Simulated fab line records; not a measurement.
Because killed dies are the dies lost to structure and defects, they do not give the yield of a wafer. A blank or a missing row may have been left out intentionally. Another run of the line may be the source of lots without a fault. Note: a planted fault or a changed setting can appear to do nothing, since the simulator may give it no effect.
Which tool is to blame?	flow nand-harc	20 lots, 60 wafers sampled, at 6 steps of a route of 1159

## WHAT THE GAUGES SHOWED, per wafer
No reading from a measuring or inspecting step in the record can be judged against a usual standard deviation.

## WHAT TOOL EACH LOT RAN ON (gives the tool, then ch and the chambers of the sampled wafers, and finally the start)
lot	NHARC_P_BONDPAD_ETCH_12	NHARC_A_CHANNEL_HOLE_D1_ETCH_25	NHARC_A_CHANNEL_HOLE_D1_ETCH_26	NHARC_A_CHANNEL_HOLE_D1_STRIP_27	NHARC_A_STAIRCASE_DESCUM_168	NHARC_A_STAIRCASE_ETCH_169
L075	rie-diel-09 ch 0,2,3, day 8 15:52 or earlier	har-etch-02 ch 0,1, day 8 15:52	har-etch-02 ch 0,1, day 8 16:45	rie-diel-13 ch 0,2,3, day 10 18:07 or earlier	rie-diel-08 ch 0,1,3, day 10 18:07	rie-diel-08 ch 0,1,3, day 10 18:12
L074	rie-diel-09 ch 0,1,3, day 8 14:02 or earlier	har-etch-01 ch 0,1, day 8 14:02	har-etch-01 ch 0,1, day 8 14:55	rie-diel-05 ch 0,1,3, day 10 17:58 or earlier	rie-diel-08 ch 0,1,3, day 10 17:58	rie-diel-08 ch 1,2, day 10 18:02
L076	rie-diel-09 ch 0,1, day 9 02:08 or earlier	har-etch-02 ch 0,1, day 9 02:08	har-etch-02 ch 0,1, day 9 02:46	rie-diel-13 ch 0,1, day 11 10:25 or earlier	rie-diel-02 ch 0,2, day 11 10:25	rie-diel-02 ch 1,2, day 11 10:30
L078	rie-diel-09 ch 0,1,3, day 9 14:01 or earlier	har-etch-01 ch 1, day 9 14:01	har-etch-01 ch 1, day 9 14:54	rie-diel-05 ch 0,1,3, day 11 22:46 or earlier	rie-diel-01 ch 0,1,3, day 11 22:46	rie-diel-01 ch 0,2, day 11 22:59
L077	rie-diel-09 ch 0,2,3, day 9 09:52 or earlier	har-etch-01 ch 0,1, day 9 09:52	har-etch-01 ch 0,1, day 9 10:44	rie-diel-05 ch 0,1,3, day 11 13:58 or earlier	rie-diel-01 ch 1,2,3, day 11 13:58	rie-diel-01 ch 0,1,3, day 11 14:07
L079	rie-diel-09 ch 1,2, day 9 10:43 or earlier	har-etch-02 ch 1, day 9 10:43	har-etch-02 ch 1, day 9 11:35	rie-diel-04 ch 0,2,3, day 11 13:47 or earlier	rie-diel-02 ch 0,2,3, day 11 13:47	rie-diel-02 ch 0,2,3, day 11 14:00
L080	rie-diel-09 ch 0,1,2, day 9 21:05 or earlier	har-etch-02 ch 0,1, day 9 21:05	har-etch-02 ch 0,1, day 9 21:44	rie-diel-13 ch 0,1,3, day 12 02:11 or earlier	rie-diel-01 ch 0,1, day 12 02:11	rie-diel-01 ch 0,1,3, day 12 02:23
L081	rie-diel-09 ch 1,3, day 10 10:56 or earlier	har-etch-02 ch 0,1, day 10 10:56	har-etch-02 ch 0,1, day 10 11:35	rie-diel-13 ch 1,2, day 12 16:37 or earlier	rie-diel-01 ch 0,1,3, day 12 16:37	rie-diel-01 ch 0,1, day 12 16:41
L083	rie-diel-02 ch 0,3, day 10 14:50 or earlier	har-etch-02 ch 0,1, day 10 14:50	har-etch-02 ch 0,1, day 10 15:43	rie-diel-05 ch 2,3, day 12 21:20 or earlier	rie-diel-01 ch 0,1,3, day 12 21:20	rie-diel-01 ch 2,3, day 12 21:24
L082	rie-diel-02 ch 0,3, day 10 12:08 or earlier	har-etch-01 ch 0,1, day 10 12:08	har-etch-01 ch 0,1, day 10 13:01	rie-diel-13 ch 0,2,3, day 12 16:26 or earlier	rie-diel-02 ch 0,2, day 12 16:26	rie-diel-02 ch 0,2, day 12 16:33
L084	rie-diel-02 ch 0,2,3, day 11 12:26 or earlier	har-etch-02 ch 0,1, day 11 12:26	har-etch-02 ch 0,1, day 11 13:19	rie-diel-05 ch 2,3, day 13 18:39 or earlier	rie-diel-01 ch 1,2,3, day 13 18:39	rie-diel-01 ch 1,2,3, day 13 18:46
L086	rie-diel-09 ch 0,1,2, day 11 13:07 or earlier	har-etch-01 ch 0,1, day 11 13:07	har-etch-01 ch 0,1, day 11 13:59	rie-diel-04 ch 0,1,2, day 13 18:29 or earlier	rie-diel-01 ch 0,1,2, day 13 18:29	rie-diel-01 ch 0,1,3, day 13 18:34
L087	rie-diel-08 ch 0,1,2, day 11 20:39 or earlier	har-etch-01 ch 0,1, day 11 20:39	har-etch-01 ch 0,1, day 11 21:32	rie-diel-04 ch 0,1,3, day 13 23:06 or earlier	rie-diel-01 ch 1,2,3, day 13 23:06	rie-diel-01 ch 0,2,3, day 13 23:10
L089	rie-diel-08 ch 1,3, day 12 07:44 or earlier	har-etch-01 ch 0,1, day 12 07:44	har-etch-01 ch 0,1, day 12 08:37	rie-diel-13 ch 0,2,3, day 14 09:58 or earlier	rie-diel-08 ch 0,1, day 14 09:58	rie-diel-08 ch 0,2, day 14 10:26
L090	rie-diel-09 ch 2,3, day 12 04:32 or earlier	har-etch-02 ch 0,1, day 12 04:32	har-etch-02 ch 0,1, day 12 05:25	rie-diel-04 ch 0,1, day 14 10:07 or earlier	rie-diel-08 ch 0,3, day 14 10:07	rie-diel-08 ch 0,1,3, day 14 10:42
L091	rie-diel-08 ch 0,1, day 12 10:55 or earlier	har-etch-02 ch 0,1, day 12 10:55	har-etch-02 ch 0,1, day 12 11:34	rie-diel-05 ch 1,2,3, day 14 19:41 or earlier	rie-diel-01 ch 1,2,3, day 14 19:41	rie-diel-01 ch 1,2,3, day 14 19:52
L093	rie-diel-09 ch 0,1,3, day 13 02:17 or earlier	har-etch-01 ch 1, day 13 02:17	har-etch-01 ch 1, day 13 03:04	rie-diel-05 ch 0,1,2, day 15 06:18 or earlier	rie-diel-02 ch 0,1,2, day 15 06:18	rie-diel-02 ch 0,1, day 15 06:23
L095	rie-diel-09 ch 0,1,3, day 13 11:11 or earlier	har-etch-01 ch 0,1, day 13 11:11	har-etch-01 ch 0,1, day 13 12:02	rie-diel-13 ch 1,3, day 15 20:30 or earlier	rie-diel-02 ch 0,2, day 15 20:30	rie-diel-02 ch 1,2,3, day 15 20:35
L094	rie-diel-09 ch 0,3, day 13 10:44 or earlier	har-etch-02 ch 1, day 13 10:44	har-etch-02 ch 1, day 13 11:37	rie-diel-05 ch 0,1,3, day 15 20:13 or earlier	rie-diel-02 ch 0,1,2, day 15 20:13	rie-diel-02 ch 0,2,3, day 15 20:18
L097	rie-diel-09 ch 1,3, day 14 13:02 or earlier	har-etch-01 ch 0,1, day 14 13:02	har-etch-01 ch 0,1, day 14 13:47	rie-diel-05 ch 0,2,3, day 16 16:43 or earlier	rie-diel-08 ch 1,2, day 16 16:43	rie-diel-08 ch 0,1,2, day 16 16:49
- NHARC_P_BONDPAD_ETCH_12: etches the open film in CHF3/O2, target depth 200 nm, time 100 s.
- NHARC_A_CHANNEL_HOLE_D1_ETCH_25: etches the open film in C4F8/O2/Ar, time 1040.2 s, target depth 1500 nm.
- NHARC_A_CHANNEL_HOLE_D1_ETCH_26: etches the open film in C4F8/O2/Ar, time 224.1 s, target depth 300 nm.
- NHARC_A_CHANNEL_HOLE_D1_STRIP_27: strips in O2.
- NHARC_A_STAIRCASE_DESCUM_168: chemistry O2, time 3 s.
- NHARC_A_STAIRCASE_ETCH_169: etches the open film in CH3F/O2, target depth 50 nm, time 107.1 s.

## AS READ BY THE TOOLS THEMSELVES (means over the sampled wafers that have a number; for cases with no such wafer, the mark the record gives instead)
NHARC_P_BONDPAD_ETCH_12. Usual: bias-w 200.2 W, standard deviation 0.63; drypump-motor-current-A 5.6 A, standard deviation 0.33; oes-product-au 0.941 a.u., standard deviation 0.022; rf-vpp-V 370.3 V, standard deviation 2.7; showerhead-plenum-p-Torr 2.39 Torr, standard deviation 0.12; throttle-valve-pct 20.573 %, standard deviation 0.0097.
lot	tool	bias-w (W)	drypump-motor-current-A (A)	oes-product-au (a.u.)	rf-vpp-V (V)	showerhead-plenum-p-Torr (Torr)	throttle-valve-pct (%)	flag
L075	rie-diel-09	200.4	5.6	0.936	369.0	2.33	20.570	
L074	rie-diel-09	200.2	5.5	0.923	371.7	2.44	20.569	
L076	rie-diel-09	200.2	5.6	0.951	372.7	2.53	20.564	
L078	rie-diel-09	200.8	5.5	0.931	371.2	2.44	20.575	
L077	rie-diel-09	199.6	5.6	0.977	369.2	2.33	20.572	
L079	rie-diel-09	201.0	5.8	0.920	369.3	2.36	20.581	
L080	rie-diel-09	200.2	5.6	0.926	371.3	2.42	20.592	
L081	rie-diel-09	199.7	5.6	0.973	369.6	2.38	20.572	
L083	rie-diel-02	200.6	6.0	0.959	369.9	2.40	20.567	
L082	rie-diel-02	199.8	5.5	0.958	372.8	2.50	20.575	
L084	rie-diel-02	199.7	6.0	0.944	371.5	2.46	20.581	
L086	rie-diel-09	199.4	5.6	0.927	371.2	2.42	20.567	
L087	rie-diel-08	199.4	5.4	0.923	369.7	2.35	20.568	
L089	rie-diel-08	200.1	5.5	0.922	371.5	2.40	20.571	
L090	rie-diel-09	200.4	5.7	0.921	368.0	2.27	20.573	
L091	rie-diel-08	200.6	5.3	0.928	370.3	2.39	20.570	
L093	rie-diel-09	200.0	5.6	0.924	370.8	2.43	20.568	
L095	rie-diel-09	200.0	5.5	0.926	370.2	2.43	20.576	
L094	rie-diel-09	199.9	5.4	0.965	370.2	2.39	20.581	
L097	rie-diel-09	200.1	5.6	0.985	372.7	2.48	20.570	

NHARC_A_CHANNEL_HOLE_D1_ETCH_25. Usual: drypump-motor-current-A 5.86 A, standard deviation 0.22; showerhead-plenum-p-Torr 3.63 Torr, standard deviation 0.058; throttle-valve-pct 32.234 %, standard deviation 0.0091.
lot	tool	drypump-motor-current-A (A)	showerhead-plenum-p-Torr (Torr)	throttle-valve-pct (%)	flag
L075	har-etch-02	5.93	3.61	32.240	
L074	har-etch-01	5.71	3.66	32.234	
L076	har-etch-02	6.08	3.63	32.234	
L078	har-etch-01	5.69	3.73	32.231	
L077	har-etch-01	5.71	3.69	32.233	
L079	har-etch-02	6.22	3.65	32.234	
L080	har-etch-02	5.93	3.60	32.229	
L081	har-etch-02	6.07	3.62	32.242	
L083	har-etch-02	5.94	3.59	32.235	
L082	har-etch-01	5.70	3.69	32.234	
L084	har-etch-02	6.09	3.61	32.229	
L086	har-etch-01	5.70	3.65	32.240	
L087	har-etch-01	5.71	3.68	32.243	
L089	har-etch-01	5.71	3.64	32.245	
L090	har-etch-02	6.10	3.61	32.238	
L091	har-etch-02	6.07	3.61	32.232	
L093	har-etch-01	5.70	3.71	32.240	
L095	har-etch-01	5.70	3.67	32.233	
L094	har-etch-02	6.24	3.63	32.231	
L097	har-etch-01	5.70	3.63	32.236	

NHARC_A_CHANNEL_HOLE_D1_ETCH_26. Usual: drypump-motor-current-A 5.86 A, standard deviation 0.22; showerhead-plenum-p-Torr 3.68 Torr, standard deviation 0.061; throttle-valve-pct 24.583 %, standard deviation 0.0091.
lot	tool	drypump-motor-current-A (A)	showerhead-plenum-p-Torr (Torr)	throttle-valve-pct (%)	flag
L075	har-etch-02	5.94	3.65	24.573	
L074	har-etch-01	5.70	3.71	24.591	
L076	har-etch-02	6.08	3.67	24.584	
L078	har-etch-01	5.70	3.78	24.590	
L077	har-etch-01	5.70	3.75	24.590	
L079	har-etch-02	6.25	3.70	24.582	
L080	har-etch-02	5.95	3.64	24.586	
L081	har-etch-02	6.09	3.66	24.584	
L083	har-etch-02	5.95	3.64	24.584	
L082	har-etch-01	5.69	3.74	24.583	
L084	har-etch-02	6.09	3.66	24.577	
L086	har-etch-01	5.72	3.69	24.593	
L087	har-etch-01	5.70	3.73	24.578	
L089	har-etch-01	5.70	3.68	24.587	
L090	har-etch-02	6.07	3.65	24.571	
L091	har-etch-02	6.09	3.65	24.572	
L093	har-etch-01	5.69	3.76	24.582	
L095	har-etch-01	5.69	3.72	24.580	
L094	har-etch-02	6.22	3.68	24.579	
L097	har-etch-01	5.71	3.67	24.580	

NHARC_A_CHANNEL_HOLE_D1_STRIP_27. Usual: drypump-motor-current-A 5.9 A, standard deviation 0.56; oes-product-au 1.002 a.u., standard deviation 0.0086; rf-vpp-V 57.8 V, standard deviation 0.86; showerhead-plenum-p-Torr 3.48 Torr, standard deviation 0.13; throttle-valve-pct 17.036 %, standard deviation 0.009.
lot	tool	drypump-motor-current-A (A)	oes-product-au (a.u.)	rf-vpp-V (V)	showerhead-plenum-p-Torr (Torr)	throttle-valve-pct (%)	flag
L075	rie-diel-13	5.9	0.995	57.3	3.36	17.028	
L074	rie-diel-05	6.0	1.003	58.2	3.60	17.046	
L076	rie-diel-13	6.5	1.006	58.3	3.41	17.031	
L078	rie-diel-05	6.0	0.996	57.3	3.60	17.035	
L077	rie-diel-05	6.0	1.002	58.0	3.60	17.037	
L079	rie-diel-04	5.5	0.990	56.8	3.50	17.033	
L080	rie-diel-13	5.9	1.009	57.9	3.45	17.027	
L081	rie-diel-13	6.0	0.995	57.7	3.40	17.041	
L083	rie-diel-05	6.2	0.996	57.5	3.46	17.046	
L082	rie-diel-13	5.9	1.004	58.0	3.36	17.038	
L084	rie-diel-05	6.2	0.996	57.3	3.46	17.029	
L086	rie-diel-04	5.3	1.009	56.9	3.51	17.033	
L087	rie-diel-04	5.7	1.000	56.7	3.55	17.041	
L089	rie-diel-13	5.9	1.006	57.0	3.36	17.037	
L090	rie-diel-04	5.5	0.999	58.3	3.56	17.041	
L091	rie-diel-05	6.1	1.005	58.2	3.47	17.035	
L093	rie-diel-05	5.7	1.003	58.0	3.53	17.040	
L095	rie-diel-13	5.7	1.011	57.7	3.52	17.043	
L094	rie-diel-05	6.0	1.008	58.8	3.60	17.038	
L097	rie-diel-05	5.8	1.001	58.3	3.51	17.038	

NHARC_A_STAIRCASE_DESCUM_168. Usual: drypump-motor-current-A 5.7 A, standard deviation 0.52; oes-product-au 0.998 a.u., standard deviation 0.011; rf-vpp-V 58.0 V, standard deviation 0.88; showerhead-plenum-p-Torr 1.94 Torr, standard deviation 0.082; throttle-valve-pct 11.312 %, standard deviation 0.0089.
lot	tool	drypump-motor-current-A (A)	oes-product-au (a.u.)	rf-vpp-V (V)	showerhead-plenum-p-Torr (Torr)	throttle-valve-pct (%)	flag
L075	rie-diel-08	5.6	1.000	58.9	1.94	11.312	
L074	rie-diel-08	5.6	0.994	57.6	1.94	11.305	
L076	rie-diel-02	6.0	1.003	58.6	1.99	11.316	
L078	rie-diel-01	5.5	1.007	58.7	1.98	11.311	
L077	rie-diel-01	5.4	1.012	58.0	1.93	11.304	
L079	rie-diel-02	6.0	1.002	58.0	1.95	11.316	
L080	rie-diel-01	5.7	1.011	58.3	1.97	11.304	
L081	rie-diel-01	5.6	1.000	58.3	1.98	11.307	
L083	rie-diel-01	5.6	1.004	58.0	1.98	11.306	
L082	rie-diel-02	6.0	0.999	58.2	1.99	11.316	
L084	rie-diel-01	5.4	1.003	57.8	1.92	11.316	
L086	rie-diel-01	5.7	1.004	57.6	1.96	11.310	
L087	rie-diel-01	5.4	1.012	58.2	1.92	11.308	
L089	rie-diel-08	5.3	1.006	57.5	1.90	11.319	
L090	rie-diel-08	5.8	1.000	57.8	1.96	11.311	
L091	rie-diel-01	5.4	0.992	56.8	1.92	11.320	
L093	rie-diel-02	5.5	0.994	58.1	1.94	11.305	
L095	rie-diel-02	6.0	0.992	58.0	1.98	11.313	
L094	rie-diel-02	5.5	0.996	57.9	1.93	11.319	
L097	rie-diel-08	5.5	0.995	58.6	2.00	11.313	

NHARC_A_STAIRCASE_ETCH_169. Usual: bias-w 100.0 W, standard deviation 0.31; drypump-motor-current-A 5.6 A, standard deviation 0.52; oes-product-au 0.945 a.u., standard deviation 0.02; rf-vpp-V 244.7 V, standard deviation 1.6; showerhead-plenum-p-Torr 2.49 Torr, standard deviation 0.1; throttle-valve-pct 20.663 %, standard deviation 0.0085.
lot	tool	bias-w (W)	drypump-motor-current-A (A)	oes-product-au (a.u.)	rf-vpp-V (V)	showerhead-plenum-p-Torr (Torr)	throttle-valve-pct (%)	flag
L075	rie-diel-08	100.2	5.6	0.950	244.3	2.49	20.667	
L074	rie-diel-08	100.2	5.5	0.977	241.6	2.32	20.661	
L076	rie-diel-02	99.9	6.1	0.963	245.1	2.46	20.667	
L078	rie-diel-01	99.9	5.7	0.925	245.4	2.51	20.654	
L077	rie-diel-01	100.0	5.5	0.949	244.2	2.55	20.663	
L079	rie-diel-02	99.9	6.0	0.950	245.5	2.51	20.665	
L080	rie-diel-01	100.5	5.5	0.940	244.8	2.54	20.661	
L081	rie-diel-01	100.1	5.7	0.930	245.8	2.53	20.661	
L083	rie-diel-01	100.1	5.3	0.925	245.1	2.46	20.655	
L082	rie-diel-02	99.9	6.0	0.936	245.5	2.55	20.678	
L084	rie-diel-01	100.0	5.4	0.928	245.2	2.47	20.657	
L086	rie-diel-01	100.0	5.5	0.928	245.1	2.54	20.668	
L087	rie-diel-01	100.3	5.5	0.967	245.6	2.53	20.668	
L089	rie-diel-08	99.9	5.5	0.936	246.3	2.56	20.669	
L090	rie-diel-08	100.0	5.6	0.928	244.3	2.48	20.664	
L091	rie-diel-01	100.0	5.4	0.936	244.0	2.47	20.659	
L093	rie-diel-02	99.9	5.1	0.949	243.7	2.42	20.663	
L095	rie-diel-02	100.2	6.1	0.950	243.1	2.39	20.660	
L094	rie-diel-02	99.8	6.0	0.972	244.3	2.49	20.669	
L097	rie-diel-08	100.2	5.5	0.972	245.6	2.51	20.662	

## THE ANSWER, worked out from the rows above alone
Rule: a lot is off if the mean of its wafers that have a number lies more than 3 standard deviations from the usual mean. A lot without any number at a reading at which 4 lots or more have one is off too. Where the step has rows for the other lots, those lots are counted as sound. Order of review: gauges by route order, followed by the tools' own readings, for which a lot's mean as printed above is used. At the first step where some lot is off, the reading lying furthest off is the one used; lots without a number count as furthest.
Nothing can be told from this: no lot is off at any reading shown.

## WHAT WAS PUT IN BY THE SIMULATOR
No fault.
